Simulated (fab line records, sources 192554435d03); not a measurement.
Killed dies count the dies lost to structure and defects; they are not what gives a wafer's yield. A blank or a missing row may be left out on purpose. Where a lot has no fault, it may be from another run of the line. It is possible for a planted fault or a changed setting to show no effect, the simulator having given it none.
fab line records	flow n5_finfet
[record] lots = 7	wafers = 21	last_day = 20
route steps=1938 shown BEOL_M10@1534 BEOL_M11@1536 PASSIVATION@1936
lots that met no fault: from a run of the same line without faults
start_h: hours from the record's opening day to when the first of the lot's shown wafers began	wait_h: how many hours have passed since the lot's step before this one	" same as the row above	L1.1+2: a single row standing in for several wafers	- either no value or no given start	* or withheld: withheld	< > ~ a bound
route shown NAME@n: a module of which the file shows steps, and the number in the route of the first	usual: the fault-free wafers' mean and standard deviation	same: alike in all rows	chamber/n: place in a boat	sites: per-site readings	_std_site: the standard deviation of these	_edge_site: the outer-site mean with the inner-site mean subtracted	radius_mm: how far each site lies from the wafer's centre	mask NAME#n: copy n	behind: the tool/chamber that last shaped the wafer	hold: why the lot went on hold/how many hours it stayed there/how the hold came to an end	device: transistor that didn't switch, given as n, p or np	end of line: tests run on the same wafers once the route is complete	for a step that has no rows: nothing shown but its recipe	killed: dies lost to structure and defects at the first sort, not the wafer's yield	map: a wafer's dies, marking killed ones x, the rest . and places with no die _
set.NAME: the setting the step ran with; set.NAME@STEP: the setting that earlier step ran with	model.NAME: the simulator's own value behind a step, which no gauge read
lots at selected steps of the route; one table per step, one row per wafer
services: the hour from which a tool's chamber was out of use, counted from the record's first day as start_h (under 0 if before that day), plus the number of hours and why
[[steps]]
[step N5_BEOL_M10_RS_MEAS_57]
[recipe] thk_meas_gauge = four-point-probe	reads = Cu_of_BEOL_M10_ECD_50+Co_of_BEOL_M10_CVD_75+TaN_of_BEOL_M10_ALD_74
[usual] M10_RS = 0.150/0.0042
lot.wafer	tool	chamber	start_h	wait_h	M10_RS[ohm/sq]
L845.1	film_metro-02	-	256.70	0.1	0.155
L845.4	"	-	"	"	0.146
L845.6	"	-	"	"	0.155
L846.1	film_metro-02	-	272.66	0.1	0.154
L846.2	"	-	"	"	0.145
L846.4	"	-	"	"	0.141
L852.1	film_metro-02	-	324.27	0.1	0.144
L852.5	"	-	"	"	0.153
L852.6	"	-	"	"	0.144
L855.2	film_metro-01	-	327.28	0.1	0.150
L855.3	"	-	"	"	0.154
L855.5	"	-	"	"	0.145
L859.3	film_metro-01	-	341.99	0.1	0.154
L859.4	"	-	"	"	0.152
L859.5	"	-	"	"	0.152
L867.1	film_metro-01	-	401.94	0.1	0.149
L867.5	"	-	"	"	0.152
L867.6	"	-	"	"	0.154
L868.2	film_metro-02	-	409.54	0.1	0.149
L868.3	"	-	"	"	0.147
L868.5	"	-	"	"	0.153
[step N5_BEOL_M10_INSPECT_58]
[recipe] inspect_instrument = darkfield	mode = post_dep
[usual] raw_defect_count = 70/23
lot.wafer	tool	chamber	start_h	wait_h	raw_defect_count
L845.1	defect_inspect-01	-	256.72	0.0	62
L845.4	"	-	"	"	58
L845.6	"	-	"	"	103
L846.1	defect_inspect-01	-	272.68	0.0	85
L846.2	"	-	"	"	101
L846.4	"	-	"	"	151
L852.1	defect_inspect-01	-	324.30	0.0	44
L852.5	"	-	"	"	84
L852.6	"	-	"	"	40
L855.2	defect_inspect-02	-	327.31	0.0	70
L855.3	"	-	"	"	81
L855.5	"	-	"	"	67
L859.3	defect_inspect-02	-	342.02	0.0	37
L859.4	"	-	"	"	37
L859.5	"	-	"	"	32
L867.1	defect_inspect-02	-	401.97	0.0	38
L867.5	"	-	"	"	44
L867.6	"	-	"	"	62
L868.2	defect_inspect-01	-	409.56	0.0	96
L868.3	"	-	"	"	62
L868.5	"	-	"	"	72
[step N5_BEOL_M11_ILD_DEP_00]
[recipe] material = SiCOH_lowk	target_thk_a = 3085.1	temp_c = 300	precursor = DEMS/porogen	pressure_torr = 5	rf_w = 500	time_s = 58
[usual] chamber_pressure_Torr = 5.000/0.011	heater_power_w = 309/48	showerhead_plenum_p_Torr = 5.740/0.019	throttle_valve_pct = 14.4/1.2
lot.wafer	tool	chamber	start_h	wait_h	chamber_pressure_Torr	heater_power_w	showerhead_plenum_p_Torr	since_wet_clean_h	throttle_valve_pct
L845.1	pecvd-04	1	256.76	0.0	4.994	283	5.730	2048	17.2
L845.4	"	0	"	"	5.005	262	5.766	-	14.0
L845.6	"	2	"	"	5.022	375	5.704	-	13.3
L846.1	pecvd-01	0	272.72	0.0	5.013	329	5.742	1158	14.5
L846.2	"	2	"	"	4.998	308	5.758	384	13.3
L846.4	"	0	"	"	5.005	309	5.743	-	14.8
L852.1	pecvd-01	2	324.33	0.0	5.003	359	5.728	436	13.4
L852.5	"	1	"	"	5.000	252	5.740	-	14.0
L852.6	"	0	"	"	5.016	292	5.722	-	14.9
L855.2	pecvd-01	1	327.34	0.0	4.993	197	5.719	1937	14.3
L855.3	"	2	"	"	4.994	368	5.753	439	13.3
L855.5	"	2	"	"	4.979	292	5.732	-	13.3
L859.3	pecvd-01	2	342.05	0.0	4.984	341	5.743	454	13.3
L859.4	"	0	"	"	5.027	252	5.735	-	14.7
L859.5	"	1	"	"	4.997	205	5.726	-	14.1
L867.1	pecvd-04	2	402.00	0.0	4.999	333	5.715	714	13.8
L867.5	"	0	"	"	4.979	270	5.786	-	14.2
L867.6	"	2	"	"	4.993	347	5.712	-	13.8
L868.2	pecvd-04	0	409.60	0.0	4.989	326	5.767	1476	14.3
L868.3	"	2	"	"	5.006	356	5.709	-	13.7
L868.5	"	0	"	"	4.989	332	5.763	-	14.1
[step N5_BEOL_M11_CURE_71]
[recipe] temp_c = 385	time_s = 240	ambient = He/Ar	material = SiCOH_lowk
[usual] lamp_power_pct = 52.31/0.059	wafer_temp_C_max = 386.4/0.58
lot.wafer	tool	chamber	start_h	wait_h	lamp_power_pct	wafer_temp_C_max
L845.1	uv_cure-03	2	256.84	0.0	52.34	386.3
L845.4	"	2	"	"	52.29	386.0
L845.6	"	2	"	"	52.42	386.4
L846.1	uv_cure-02	2	272.80	0.0	52.35	386.7
L846.2	"	2	"	"	52.21	386.4
L846.4	"	2	"	"	52.28	386.6
L852.1	uv_cure-02	0	324.41	0.0	52.30	387.0
L852.5	"	0	"	"	52.25	387.5
L852.6	"	0	"	"	52.33	387.1
L855.2	uv_cure-03	2	327.50	0.1	52.24	385.5
L855.3	"	2	"	"	52.28	385.4
L855.5	"	2	"	"	52.30	385.3
L859.3	uv_cure-01	0	342.45	0.4	52.39	387.3
L859.4	"	0	"	"	52.29	387.8
L859.5	"	0	"	"	52.30	387.5
L867.1	uv_cure-01	2	402.11	0.1	52.32	386.1
L867.5	"	2	"	"	52.35	386.2
L867.6	"	2	"	"	52.26	386.2
L868.2	uv_cure-03	2	409.86	0.2	52.36	386.0
L868.3	"	2	"	"	52.25	386.0
L868.5	"	2	"	"	52.38	386.1
[step N5_BEOL_M11_THK_MEAS_01]
[recipe] reads = SiCOH_lowk_of_BEOL_M11_ILD_DEP_00
[usual] M11_ILD_THK = 268/4
lot.wafer	tool	chamber	start_h	wait_h	M11_ILD_THK[nm]
L845.1	film_metro-02	-	257.35	0.4	265
L845.4	"	-	"	"	275
L845.6	"	-	"	"	271
L846.1	film_metro-01	-	273.31	0.4	262
L846.2	"	-	"	"	269
L846.4	"	-	"	"	267
L852.1	film_metro-01	-	324.92	0.4	268
L852.5	"	-	"	"	266
L852.6	"	-	"	"	265
L855.2	film_metro-01	-	327.93	0.4	263
L855.3	"	-	"	"	267
L855.5	"	-	"	"	270
L859.3	film_metro-01	-	343.12	0.5	266
L859.4	"	-	"	"	264
L859.5	"	-	"	"	263
L867.1	film_metro-02	-	402.62	0.4	264
L867.5	"	-	"	"	271
L867.6	"	-	"	"	267
L868.2	film_metro-01	-	410.70	0.7	270
L868.3	"	-	"	"	272
L868.5	"	-	"	"	268
[step N5_BEOL_M11_PECVD_70]
[recipe] material = SiO2	target_thk_a = 200	temp_c = 400	precursor = TEOS/O2	pressure_torr = 5.5	rf_w = 450	teos_flow_sccm = 53.8	gas = O2	flow_sccm = 3000	time_s = 22.7
[usual] chamber_pressure_Torr = 5.500/0.012	heater_power_w = 746/97	showerhead_plenum_p_Torr = 8.79/0.082	throttle_valve_pct = 23.0/1.9
lot.wafer	tool	chamber	start_h	wait_h	chamber_pressure_Torr	heater_power_w	showerhead_plenum_p_Torr	since_wet_clean_h	throttle_valve_pct
L845.1	pecvd-01	1	257.39	0.0	5.514	576	8.78	1868	22.9
L845.4	"	2	"	"	5.497	800	8.77	-	21.3
L845.6	"	1	"	"	5.485	580	8.79	-	22.7
L846.1	pecvd-04	2	273.38	0.1	5.491	807	8.65	586	21.8
L846.2	"	1	"	"	5.500	750	8.78	2065	27.5
L846.4	"	0	"	"	5.495	734	8.91	-	23.1
L852.1	pecvd-02	0	324.96	0.0	5.485	983	8.88	848	22.8
L852.5	"	2	"	"	5.505	865	8.82	-	20.3
L852.6	"	0	"	"	5.484	975	8.86	-	22.8
L855.2	pecvd-01	1	327.97	0.0	5.487	616	8.76	1938	22.7
L855.3	"	0	"	"	5.514	689	8.76	1213	23.6
L855.5	"	0	"	"	5.489	730	8.75	-	23.5
L859.3	pecvd-02	1	343.16	0.0	5.497	808	8.79	1591	23.2
L859.4	"	0	"	"	5.516	858	8.86	-	22.8
L859.5	"	1	"	"	5.496	796	8.81	-	23.2
L867.1	pecvd-02	2	402.66	0.0	5.489	919	8.83	171	20.3
L867.5	"	2	"	"	5.486	916	8.83	-	20.6
L867.6	"	1	"	"	5.496	701	8.80	-	23.3
L868.2	pecvd-01	0	410.73	0.0	5.513	751	8.77	1296	23.7
L868.3	"	1	"	"	5.504	584	8.78	2021	22.4
L868.5	"	1	"	"	5.499	603	8.77	-	22.6
[step N5_BEOL_M11_HM_DEP_02]
[recipe] material = TiN	target_thk_a = 200	temp_c = 25	chamber_pressure_pa = 0.49996
[usual] throttle_valve_pct = 29.7/0.93
lot.wafer	tool	chamber	start_h	wait_h	throttle_valve_pct
L845.1	pvd_sputter-03	-	257.89	0.5	29.7
L845.4	"	-	"	"	31.3
L845.6	"	-	"	"	31.3
L846.1	pvd_sputter-01	-	274.19	0.8	30.5
L846.2	"	-	"	"	29.0
L846.4	"	-	"	"	28.4
L852.1	pvd_sputter-03	-	325.79	0.8	29.9
L852.5	"	-	"	"	29.8
L852.6	"	-	"	"	31.1
L855.2	pvd_sputter-03	-	329.07	1.1	28.3
L855.3	"	-	"	"	30.0
L855.5	"	-	"	"	29.9
L859.3	pvd_sputter-01	-	345.12	1.9	28.2
L859.4	"	-	"	"	30.5
L859.5	"	-	"	"	30.5
L867.1	pvd_sputter-03	-	404.83	2.1	31.3
L867.5	"	-	"	"	29.1
L867.6	"	-	"	"	29.7
L868.2	pvd_sputter-02	-	413.75	3.0	29.1
L868.3	"	-	"	"	29.0
L868.5	"	-	"	"	29.7
[step N5_BEOL_M11_COAT_59]
[recipe] resist = SOC	temp_c = 250	time_s = 60	spin_rpm = 1500	resist_thk_nm = 100
[step N5_BEOL_M11_COAT_60]
[recipe] resist = SiARC	temp_c = 220	time_s = 60	spin_rpm = 1500	resist_thk_nm = 30
[step N5_BEOL_M11_COAT_05]
[recipe] resist = CAR-ArF	spin_rpm = 1500	resist_thk_nm = 90
[step N5_BEOL_M11_EBR_07]
[recipe] solvent = PGMEA	ebr_width_mm = 1.5
[step N5_BEOL_M11_SOFTBAKE_06]
[recipe] temp_c = 110	time_s = 60	resist = CAR-ArF
[step N5_BEOL_M11_EXPOSE_08]
[recipe] mask_id = M11	na = 1.35	source_shape = dipole	sigma_inner = 0.411	sigma_outer = 0.611	polarization = te	dose_mj = 53.75
lot.wafer	tool	chamber	start_h	wait_h	mask	model.BEOL_M11.overlay_x_nm
L845.1+4+6	arfi_scanner-02	0	258.14	-	M11#0	-0.2
L846.1+2+4	arfi_scanner-03	0	274.43	-	M11#0	0.2
L852.1+5+6	arfi_scanner-03	0	326.16	-	M11#0	10.6
L855.2+3+5	arfi_scanner-03	0	329.32	-	M11#0	11.6
L859.3+4+5	arfi_scanner-03	0	345.50	-	M11#0	9.6
L867.1+5+6	arfi_scanner-01	0	405.21	-	M11#0	-0.4
L868.2+3+5	arfi_scanner-02	0	414.12	-	M11#0	0
[step N5_BEOL_M11_PEB_09]
[recipe] peb_temp_c = withheld	peb_time_s = 60	resist = CAR-ArF
[step N5_BEOL_M11_DEVELOP_10]
[recipe] develop_time_s = 30	developer = TMAH	resist = CAR-ArF	rinse_liquid = diw	dry = air_spin	dev_temp_c = 23
[step N5_BEOL_M11_CD_MEAS_11]
[recipe] target_cd_nm = 64.1	landing_energy_ev = 500	detector = se_inlens	polarity = opening
[usual] cd_nm = 63.6/0.61
lot.wafer	tool	chamber	start_h	wait_h	cd_nm
L845.1	cd_sem-03	0	258.26	-	63.8
L845.4	"	0	"	"	63.0
L845.6	"	0	"	"	63.4
L846.1	cd_sem-01	0	274.56	-	63.6
L846.2	"	0	"	"	63.9
L846.4	"	0	"	"	64.1
L852.1	cd_sem-02	0	326.28	-	63.2
L852.5	"	0	"	"	63.4
L852.6	"	0	"	"	64.0
L855.2	cd_sem-02	0	329.44	-	63.8
L855.3	"	0	"	"	64.4
L855.5	"	0	"	"	63.0
L859.3	cd_sem-02	0	345.62	-	63.0
L859.4	"	0	"	"	62.6
L859.5	"	0	"	"	62.8
L867.1	cd_sem-02	0	405.34	-	63.3
L867.5	"	0	"	"	63.8
L867.6	"	0	"	"	64.2
L868.2	cd_sem-01	0	414.24	-	63.9
L868.3	"	0	"	"	63.5
L868.5	"	0	"	"	62.8
[step N5_BEOL_M11_OVL_MEAS_12]
[recipe] points_per_wafer = 44
[usual] M11_OVL = 0.3/0.83
lot.wafer	tool	chamber	start_h	wait_h	M11_OVL[nm]
L845.1	overlay-01	0	258.29	0.0	0.4
L845.4	"	0	"	"	1.0
L845.6	"	0	"	"	0.9
L846.1	overlay-01	0	274.59	0.0	0.0
L846.2	"	0	"	"	0.2
L846.4	"	0	"	"	-0.5
L852.1	overlay-01	0	326.31	0.0	11.3
L852.5	"	0	"	"	10.4
L852.6	"	0	"	"	9.8
L855.2	overlay-01	0	329.47	0.0	11.3
L855.3	"	0	"	"	11.4
L855.5	"	0	"	"	11.8
L859.3	overlay-01	0	345.65	0.0	9.0
L859.4	"	0	"	"	8.7
L859.5	"	0	"	"	10.2
L867.1	overlay-02	0	405.37	0.0	0.7
L867.5	"	0	"	"	1.1
L867.6	"	0	"	"	0.2
L868.2	overlay-02	0	414.27	0.0	-0.4
L868.3	"	0	"	"	0.4
L868.5	"	0	"	"	0.6
[step N5_BEOL_M11_INSPECT_13]
[recipe] mode = adi	inspect_instrument = brightfield
[usual] raw_defect_count = 420/93
lot.wafer	tool	chamber	start_h	wait_h	raw_defect_count
L845.1	defect_inspect-02	-	258.32	0.0	452
L845.4	"	-	"	"	522
L845.6	"	-	"	"	420
L846.1	defect_inspect-02	-	274.61	0.0	359
L846.2	"	-	"	"	502
L846.4	"	-	"	"	471
L852.1	defect_inspect-01	-	326.34	0.0	400
L852.5	"	-	"	"	458
L852.6	"	-	"	"	482
L855.2	defect_inspect-02	-	329.50	0.0	254
L855.3	"	-	"	"	377
L855.5	"	-	"	"	536
L859.3	defect_inspect-01	-	345.67	0.0	254
L859.4	"	-	"	"	308
L859.5	"	-	"	"	415
L867.1	defect_inspect-01	-	405.39	0.0	288
L867.5	"	-	"	"	347
L867.6	"	-	"	"	282
L868.2	defect_inspect-01	-	414.30	0.0	369
L868.3	"	-	"	"	388
L868.5	"	-	"	"	355
[step N5_PASSIVATION_PROBE_49]
[usual] defect_limited_yield = 91.2/1.5	killed_at_M0_to_M3 = 36/10	killed_at_M4_up = 14/5.2	killed_at_contacts = 12/6	killed_at_front_end = 37/10	killed_at_other = 4/3.3	killed_dies = 104/18	killed_open = 68/14	killed_short = 34/7.4	sort_bin_4_leakage = 0.01/0.04	sort_bin_5_function = 5.2/1	sort_bin_6_memory = 3.3/0.7	sort_n_pass = 1076/18	sort_yield_pct = 91.2/1.5
[same] gross_dies = 1180	killed_at_back_side = 0	sort_bin_8_speed[%] = 0
lot.wafer	tool	chamber	start_h	wait_h	defect_limited_yield[%]	killed_at_M0_to_M3	killed_at_M4_up	killed_at_contacts	killed_at_front_end	killed_at_other	killed_dies	killed_open	killed_short	sort_bin_4_leakage[%]	sort_bin_5_function[%]	sort_bin_6_memory[%]	sort_n_pass	sort_yield_pct[%]
L845.1	prober-01	-	301.20	0.0	91.3	31	14	5	52	1	103	62	37	0	5.3	3.1	1077	91.3
L845.4	prober-01	-	301.35	0.2	91.9	31	12	19	33	1	96	57	39	0	4.3	3.5	1084	91.9
L845.6	prober-01	-	301.45	0.3	89.7	50	16	14	40	2	122	83	39	0	5.9	3.9	1058	89.7
// killed by level:class
L845.1 FIN_SAQP:geometric_particle:open=27 FIN_SAQP:geometric_particle:short=9 BEOL_M1:geometric_particle:open=9 BEOL_M0_SAQP:geometric_particle:short=6 BEOL_M4:geometric_particle:open=6 MOL_CONTACT_COAG:geometric_particle:open=5 BEOL_M0_SAQP:geometric_particle:open=5 BEOL_M0:geometric_particle:short=4
L845.4 MOL_CONTACT_COAG:geometric_particle:open=14 BEOL_M1:geometric_particle:open=10 STI_FIN_REVEAL:geometric_particle:open=9 BEOL_M0_SAQP:geometric_particle:short=8 FIN_SAQP:geometric_particle:short=7 DUMMY_GATE:geometric_particle:open=6 GATE_CUT:geometric_particle:short=5 MOL_CONTACT_COAG:geometric_particle:short=5
L845.6 FIN_SAQP:geometric_particle:open=17 BEOL_M0_SAQP:geometric_particle:open=16 BEOL_M1:geometric_particle:open=14 MOL_CONTACT_COAG:geometric_particle:open=11 BEOL_M0_SAQP:geometric_particle:short=11 FIN_SAQP:geometric_particle:short=10 BEOL_M4:geometric_particle:open=8 BEOL_M2:geometric_particle:open=4
[[services]]
tool	chamber	start_h	hours	kind
arfi_scanner-03	-	243.61	3.9	pm
arfi_scanner-02	-	260.54	21.0	pm
arfi_scanner-03	-	264.21	1.0	pm
pecvd-02	-	270.32	28.1	pm
arfi_scanner-02	-	291.25	2.2	repair
arfi_scanner-03	-	293.57	0.8	pm
pecvd-01	-	295.80	14.6	pm
arfi_scanner-02	-	299.26	16.0	pm
arfi_scanner-03	-	304.97	1.0	pm
uv_cure-03	-	316.49	1.0	pm
arfi_scanner-02	-	328.27	4.0	repair
arfi_scanner-03	-	345.85	1.3	pm
pecvd-01	1	366.46	4.7	repair
uv_cure-03	-	366.47	1.9	repair
pecvd-04	1	382.92	3.5	repair
arfi_scanner-02	-	383.24	0.8	pm
arfi_scanner-03	-	388.11	36.0	pm
uv_cure-03	-	388.72	3.4	pm
uv_cure-02	-	389.42	8.5	repair
arfi_scanner-02	-	389.53	1.0	pm
pvd_sputter-01	-	393.50	73.0	repair
uv_cure-03	-	399.56	0.4	repair
arfi_scanner-02	-	404.89	1.0	pm
pecvd-01	-	413.47	2.8	pm
[[key]]
[first_sign] step = N5_BEOL_M11_OVL_MEAS_12	reading = M11_OVL	direction = up	sigmas = 12	usual = 0.3	struck = 10.4
effect none on later readings
[model_effect] step = N5_BEOL_M11_EXPOSE_08	value = BEOL_M11.overlay_x_nm	without = 0	struck = 10.6
met_at N5_BEOL_M11_EXPOSE_08
struck_wafers L852.1,L852.5,L852.6,L855.2,L855.3,L855.5,L859.3,L859.4,L859.5
onset_between 274.43 326.16
also_fits N5_BEOL_M11_ILD_DEP_00:pecvd-01
[fault] kind = scanner_matching_overlay	tool = arfi_scanner-03	chamber = -	onset_h = 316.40	steps = N5_BEOL_M11_EXPOSE_08	offset = 10.504
